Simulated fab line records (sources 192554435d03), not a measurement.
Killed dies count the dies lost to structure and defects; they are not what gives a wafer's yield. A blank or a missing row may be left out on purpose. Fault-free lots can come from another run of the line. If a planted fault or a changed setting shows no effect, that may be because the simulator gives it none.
Which tool did it?	flow n5Finfet	Sampling: 10 lots, 30 wafers, 5 of 1938 route steps

== WHAT THE GAUGES READ, wafer by wafer ==
N5_BEOL_M4_RC_MEAS_101.
lot	measured	on	DIBL_N (mV/V)	DIBL_P (mV/V)	IOFF_N (nA/um)	IOFF_P (nA/um)	ION_N (uA/um)	ION_P (uA/um)	SS_N (mV/dec)	SS_P (mV/dec)	VT_N (mV)	VT_P (mV)
L679	day 8 17:21	prober-01	35.6 34.3 35.9	34.2 33.4 34.4	0.157 0.136 0.157	0.207 0.192 0.203	673 661 664	457 461 457	71.9 71.4 71.1	72.7 72.6 72.8	246.0 249.0 248.9	-248 -249 -250
L680	day 8 15:50	prober-02	37.2 35.4 34.5	36.6 34.2 32.8	0.163 0.129 0.117	0.231 0.187 0.180	675 664 659	466 461 458	71.6 70.4 70.5	73.9 73.0 72.1	247.0 253.1 252.6	-247 -248 -250
L682	day 8 21:08	prober-02	35.0 36.4 38.2	34.9 36.8 38.8	0.137 0.176 0.212	0.171 0.195 0.222	663 682 686	453 464 456	70.7 71.5 71.1	72.3 73.4 73.6	250.8 245.6 243.2	-255 -254 -252
L684	day 9 00:10	prober-01	37.8 35.7 36.8	37.2 35.6 37.0	0.193 0.148 0.185	0.243 0.210 0.239	674 670 691	465 464 470	71.1 70.6 71.4	74.0 73.3 73.5	246.9 250.1 247.2	-246 -248 -246
L687	day 10 10:51	prober-02	36.4 34.9 34.9	36.7 36.1 34.9	0.169 0.154 0.147	0.245 0.230 0.223	676 679 675	467 466 468	71.6 71.5 71.6	73.9 73.3 72.8	246.8 247.3 252.1	-246 -245 -246
L690	day 11 00:20	prober-01	38.0 35.7 35.8	37.9 35.1 35.1	0.180 0.140 0.141	0.227 0.175 0.172	677 677 655	463 456 449	71.9 71.7 71.4	73.6 73.2 72.9	247.7 252.3 253.1	-250 -255 -254
L691	day 11 16:56	prober-01	35.5 35.8 34.5	37.0 36.9 36.1	0.149 0.160 0.144	0.189 0.193 0.182	677 672 668	458 457 454	71.5 71.5 71.3	73.8 72.9 73.4	249.4 250.1 250.6	-251 -254 -250
L693	day 11 13:34	prober-01	36.8 36.0 35.6	34.0 33.6 33.8	0.151 0.138 0.136	0.169 0.161 0.166	666 667 671	454 451 457	71.4 71.5 71.4	72.9 72.5 73.1	248.8 253.7 252.2	-257 -254 -256
L697	day 12 10:29	prober-01	34.1 35.0 35.4	33.5 34.6 34.6	0.119 0.131 0.138	0.174 0.185 0.192	666 664 677	457 457 462	71.0 71.2 71.6	72.7 72.9 73.0	253.2 252.5 250.7	-252 -251 -251
L699	day 13 05:38	prober-01	36.0 34.7 37.8	35.2 33.2 37.7	0.143 0.120 0.188	0.185 0.159 0.224	674 655 682	459 450 464	71.3 72.0 71.5	72.9 72.7 73.9	252.5 253.5 245.5	-254 -254 -251

== EACH LOT AND THE TOOL THAT RAN IT (in order: tool; ch and the chambers of the sampled wafers; start) ==
lot	N5_BEOL_M1_ANNEAL_49	N5_BEOL_M1_SPUTTER_90	N5_BEOL_M1_SPUTTER_94	N5_BEOL_M1_ANNEAL_95
L679	pvdSputter-03, day 6 13:59	pvdSputter-03, day 7 05:55	pvdSputter-03, day 7 06:21	pvdSputter-03, day 7 06:26
L680	pvdSputter-01, day 7 04:11	pvdSputter-01, day 7 05:13	pvdSputter-01, day 7 05:39	pvdSputter-01, day 7 05:44
L682	pvdSputter-03, day 7 09:55	pvdSputter-03, day 7 10:56	pvdSputter-03, day 7 11:23	pvdSputter-03, day 7 11:28
L684	pvdSputter-01, day 7 15:49	pvdSputter-01, day 7 16:50	pvdSputter-01, day 7 17:17	pvdSputter-01, day 7 17:22
L687	pvdSputter-03, day 8 16:05	pvdSputter-03, day 8 17:07	pvdSputter-03, day 8 17:33	pvdSputter-03, day 8 17:38
L690	pvdSputter-03, day 9 15:37	pvdSputter-03, day 9 16:38	pvdSputter-03, day 9 17:04	pvdSputter-03, day 9 17:09
L691	pvdSputter-03, day 9 18:48	pvdSputter-03, day 9 19:49	pvdSputter-03, day 9 20:16	pvdSputter-03, day 9 20:20
L693	pvdSputter-03, day 9 21:50	pvdSputter-03, day 9 22:52	pvdSputter-03, day 9 23:18	pvdSputter-03, day 9 23:23
L697	pvdSputter-03, day 10 16:01	pvdSputter-03, day 10 17:02	pvdSputter-03, day 10 17:29	pvdSputter-03, day 10 17:34
L699	pvdSputter-01, day 11 08:18	pvdSputter-01, day 11 09:19	pvdSputter-01, day 11 09:46	pvdSputter-01, day 11 09:50
- N5_BEOL_M1_ANNEAL_49: time 240 s.
- N5_BEOL_M1_SPUTTER_90: material Cu, target thk 4.5 nm, time 8.29 s.
- N5_BEOL_M1_SPUTTER_94: material Cu, target thk 4.5 nm, time 8.29 s.
- N5_BEOL_M1_ANNEAL_95: time 240 s.

== AS READ BY THE TOOLS THEMSELVES (means over the sampled wafers that have a number; for cases with no such wafer, the mark the record gives instead) ==
N5_BEOL_M1_ANNEAL_49.
lot	tool	heaterPowerW (W)	susceptor_temp_C_max
L679	pvdSputter-03	962	400.7
L680	pvdSputter-01	786	400.9
L682	pvdSputter-03	900	400.8
L684	pvdSputter-01	790	400.9
L687	pvdSputter-03	899	400.7
L690	pvdSputter-03	800	401.3
L691	pvdSputter-03	869	400.9
L693	pvdSputter-03	953	400.5
L697	pvdSputter-03	919	400.8
L699	pvdSputter-01	839	401.1

N5_BEOL_M1_SPUTTER_90.
lot	tool	chamberPressurePa (Pa)	throttleValvePct (%)
L679	pvdSputter-03	0.07000	31.5
L680	pvdSputter-01	0.06989	29.8
L682	pvdSputter-03	0.06989	30.8
L684	pvdSputter-01	0.07004	30.6
L687	pvdSputter-03	0.06987	30.8
L690	pvdSputter-03	0.07007	30.7
L691	pvdSputter-03	0.06995	31.0
L693	pvdSputter-03	0.05301	36.2
L697	pvdSputter-03	0.05297	35.7
L699	pvdSputter-01	0.06993	30.3

N5_BEOL_M1_SPUTTER_94.
lot	tool	chamberPressurePa (Pa)	throttleValvePct (%)
L679	pvdSputter-03	0.06987	31.3
L680	pvdSputter-01	0.07000	29.6
L682	pvdSputter-03	0.07004	31.0
L684	pvdSputter-01	0.07002	30.4
L687	pvdSputter-03	0.07008	30.8
L690	pvdSputter-03	0.06995	30.8
L691	pvdSputter-03	0.06999	30.9
L693	pvdSputter-03	0.07000	31.3
L697	pvdSputter-03	0.07008	31.0
L699	pvdSputter-01	0.06995	30.2

N5_BEOL_M1_ANNEAL_95.
lot	tool	heaterPowerW (W)	susceptor_temp_C_max
L679	pvdSputter-03	953	400.8
L680	pvdSputter-01	784	400.6
L682	pvdSputter-03	908	401.0
L684	pvdSputter-01	778	401.2
L687	pvdSputter-03	906	400.8
L690	pvdSputter-03	797	401.4
L691	pvdSputter-03	883	400.6
L693	pvdSputter-03	934	400.8
L697	pvdSputter-03	910	401.1
L699	pvdSputter-01	834	401.0

== THE ANSWER, worked out from the rows above alone ==
Rule: what is usual is taken from the lots themselves. Put in order of their means at a reading, lots are off if they are a third of the lots or fewer, leave a main group of 4 or more, and stand apart from it by a gap of 3 or more times the standard deviation of the main group's means; of several such gaps the widest counts. Not used: any main group whose means are identical at the precision the tables above print for the reading. Also off: a lot with no number at a reading for which 4 or more lots have one. The other lots that the step has rows for count as sound. First the gauges in route order, then the tools' own readings, where a lot's mean is used as printed above. At the first step where some lot is off, the reading lying furthest off is the one used; lots without a number count as furthest.
Off: L693, L697, at N5_BEOL_M1_SPUTTER_90 (chamberPressurePa). The main group has a mean of 0.06996 Pa with a standard deviation of 7e-05.
If a tool, at that step or one of the process steps before it, ran each lot that is off and ran no sound lot following the first of them, it fits. One fits: pvdSputter-03 at N5_BEOL_M1_ANNEAL_49 and N5_BEOL_M1_SPUTTER_90. At N5_BEOL_M1_ANNEAL_49 its last sound lot is L691 (day 9 18:48), its first lot that is off L693 (day 9 21:50): a fault that began between those two fits.

== WHAT HAD BEEN PUT IN BY THE SIMULATOR ==
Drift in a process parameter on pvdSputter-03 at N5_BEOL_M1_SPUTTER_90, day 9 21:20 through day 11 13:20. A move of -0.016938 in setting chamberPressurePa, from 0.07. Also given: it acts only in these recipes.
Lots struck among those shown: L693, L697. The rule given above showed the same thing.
